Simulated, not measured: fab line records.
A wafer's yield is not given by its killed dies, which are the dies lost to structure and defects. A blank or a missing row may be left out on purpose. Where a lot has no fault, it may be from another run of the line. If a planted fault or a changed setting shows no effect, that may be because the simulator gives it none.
Lot-split experiment | flow n5_finfet | 39 wafers read across 7 lots, on a route 1938 steps long

## ABOUT THE SPLIT
At N5_FIN_SAQP_ETCH_69 (etches SOC in N2/H2, stops on SiNx, target depth 150 nm), the setting target_depth_a was moved away from the recipe's 1500 angstrom on 18 of the 39 wafers read, by -11.0% to +7.7%. The other wafers ran this setting at the recipe's value.

Reading taken at the split's own step.

## THE READING
SOC_of_FIN_SAQP_COAT_68.thk_nm (the simulator's own value, which no gauge read), in nm, at N5_FIN_SAQP_ETCH_69 (etches SOC in N2/H2, stops on SiNx, target depth 150 nm). No usual value for it is given in the file. Average 3.9 nm, standard deviation 2.6 nm, over the 21 wafers here run with the recipe.

wafer  | tool, chamber at the split | target_depth_a as run, angstrom | against the recipe | SOC_of_FIN_SAQP_COAT_68.thk_nm, nm | against lot-mates on the recipe
L075.1 | rie_diel-05, 2             | 1500                            | recipe             | 8.6                                | -
L075.2 | rie_diel-05, 0             | 1500                            | recipe             | 0                                  | -
L075.3 | rie_diel-05, 1,0,1         | 1615                            | +7.7%              | 0                                  | -3.9
L075.5 | rie_diel-05, 1,0,1         | 1615                            | +7.7%              | 0                                  | -3.9
L075.6 | rie_diel-05, 1,0,1         | 1615                            | +7.7%              | 0                                  | -3.9
L075.4 | rie_diel-05, 3             | 1500                            | recipe             | 3.2                                | -
L077.1 | rie_diel-04, 3             | 1500                            | recipe             | 5                                  | -
L077.2 | rie_diel-04, 2             | 1500                            | recipe             | 6.4                                | -
L077.3 | rie_diel-04, 1,0           | 1559                            | +3.9%              | 0                                  | -5.1
L077.6 | rie_diel-04, 1,0           | 1559                            | +3.9%              | 0                                  | -5.1
L077.4 | rie_diel-04, 0             | 1500                            | recipe             | 4                                  | -
L077.5 | rie_diel-04, 3             | 1559                            | +3.9%              | 1                                  | -4.1
L083.1 | rie_diel-04, 3             | 1335                            | -11.0%             | 16                                 | +9.9
L083.2 | rie_diel-04, 0             | 1500                            | recipe             | 4.8                                | -
L083.3 | rie_diel-04, 1             | 1335                            | -11.0%             | 11.4                               | +5.3
L083.4 | rie_diel-04, 2             | 1500                            | recipe             | 7.2                                | -
L083.5 | rie_diel-04, 3             | 1500                            | recipe             | 6.4                                | -
L083.6 | rie_diel-04, 2             | 1335                            | -11.0%             | 17.2                               | +11.1
L086.1 | rie_diel-04, 2             | 1368                            | -8.8%              | 14.8                               | +13.9
L086.2 | rie_diel-04, 1             | 1500                            | recipe             | 0                                  | -
L086.5 | rie_diel-04, 1             | 1500                            | recipe             | 0                                  | -
L086.3 | rie_diel-04, 3             | 1368                            | -8.8%              | 13.8                               | +12.9
L086.4 | rie_diel-04, 0             | 1368                            | -8.8%              | 12                                 | +11.1
L086.6 | rie_diel-04, 0             | 1500                            | recipe             | 2.8                                | -
L090.1 | rie_diel-04, 3             | 1367                            | -8.9%              | 14.6                               | +9.6
L090.2 | rie_diel-04, 1             | 1500                            | recipe             | 1.4                                | -
L090.3 | rie_diel-04, 2             | 1367                            | -8.9%              | 16.6                               | +11.6
L090.4 | rie_diel-04, 0             | 1367                            | -8.9%              | 13.2                               | +8.2
L090.5 | rie_diel-04, 2             | 1500                            | recipe             | 8.2                                | -
L090.6 | rie_diel-04, 3             | 1500                            | recipe             | 5.4                                | -
L096.1 | rie_diel-05, 2             | 1500                            | recipe             | 5.6                                | -
L096.2 | rie_diel-05, 0,1           | 1562                            | +4.1%              | 0                                  | -3.3
L096.5 | rie_diel-05, 0,1           | 1562                            | +4.1%              | 0                                  | -3.3
L096.3 | rie_diel-05, 3             | 1500                            | recipe             | 1.8                                | -
L096.4 | rie_diel-05, 1             | 1500                            | recipe             | 2.6                                | -
L096.6 | rie_diel-05, 2             | 1562                            | +4.1%              | 2                                  | -1.3
L097.3 | rie_diel-04, 0             | 1500                            | recipe             | 3.6                                | -
L097.4 | rie_diel-04, 1             | 1500                            | recipe             | 1.4                                | -
L097.6 | rie_diel-04, 0             | 1500                            | recipe             | 3                                  | -
The file does not say which wafer passed through which chamber wherever a row lists several chambers: such a row stands for several wafers.

FIT RESULTS
A straight line over all 39 wafers: SOC_of_FIN_SAQP_COAT_68.thk_nm changes by -0.953 nm for each +1% of target_depth_a; r = -0.91; the points scatter about the line by 2.4 nm.
The same after taking each lot's own level away (the mean of its wafers on the recipe; 39 wafers): -0.94 nm for each +1%; r = -0.90; scatter 2.4 nm.
On that fit, the largest move of target_depth_a shifts the reading by 10 nm.
The span of the lots' own levels, 0.93 to 6.13 nm, comes to 2.0 times the standard deviation stated above.
The two slopes agree, so the slope changes little with the lot-to-lot level.
Check: for one of the wafers moved furthest among these (-11.0%), held out of the fit, the line's prediction against its lot-mates is +11.1 nm. It came out at +9.87 nm against them.

## THE FILE'S OWN FIT
SOC_of_FIN_SAQP_COAT_68.thk_nm changes by -0.961 nm for each +1% of target_depth_a, r = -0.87.
